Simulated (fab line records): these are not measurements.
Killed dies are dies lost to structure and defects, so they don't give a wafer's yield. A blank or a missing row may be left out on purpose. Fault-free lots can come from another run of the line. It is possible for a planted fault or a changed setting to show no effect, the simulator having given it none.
Matching of chambers | flow n5-finfet | 3 sister chambers for N5_ZERO_LAYER_PECVD_02 on pecvd-01
The step deposits SiO2 from SiH4/N2O, target thk 10 nm, time 6 s. 3 wafers are shown with their chamber, then 7 later ones without.

== EACH WAFER AND ITS CHAMBER ==
wafer  | chamber | showerhead-plenum-p-Torr (Torr)
L989.4 | 1       | 8.38
L996.3 | 2       | 8.29
L996.4 | 0       | 8.24

== WAFERS WITHOUT THEIR CHAMBER ==
wafer  | showerhead-plenum-p-Torr (Torr)
L996.5 | 8.37
L997.1 | 8.27
L997.2 | 8.26
L997.3 | 8.40
L998.4 | 8.31
L998.5 | 8.37
L998.6 | 8.25

== CHAMBER TAKEN BY EACH ==
wafer  | from the rows above     | in truth
L996.5 | 1                       | 1
L997.1 | can't be placed: 2 or 0 | 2
L997.2 | can't be placed: 0 or 2 | 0
L997.3 | 1                       | 1
L998.4 | 2                       | 2
L998.5 | 1                       | 1
L998.6 | can't be placed: 0 or 2 | 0
Correct placement for 4 of the 7. From these rows, 3 cannot be placed; in 3 the true chamber is one of the candidates. 0 placed wrongly.
How it was worked out, from the rows above alone: a wafer's distance from a chamber is the root of the sum, over the readings, of the square of ((its reading less the chamber's mean) divided by the reading's scatter). If the next closest chamber is less than 2 further off than the closest, the wafer can't be placed; otherwise it belongs to the closest. The mean given for a chamber averages the wafers shown for that chamber. The scatter: with one shown wafer a chamber, the root of the mean of the squares of how far each hidden wafer lies from its nearest shown one.
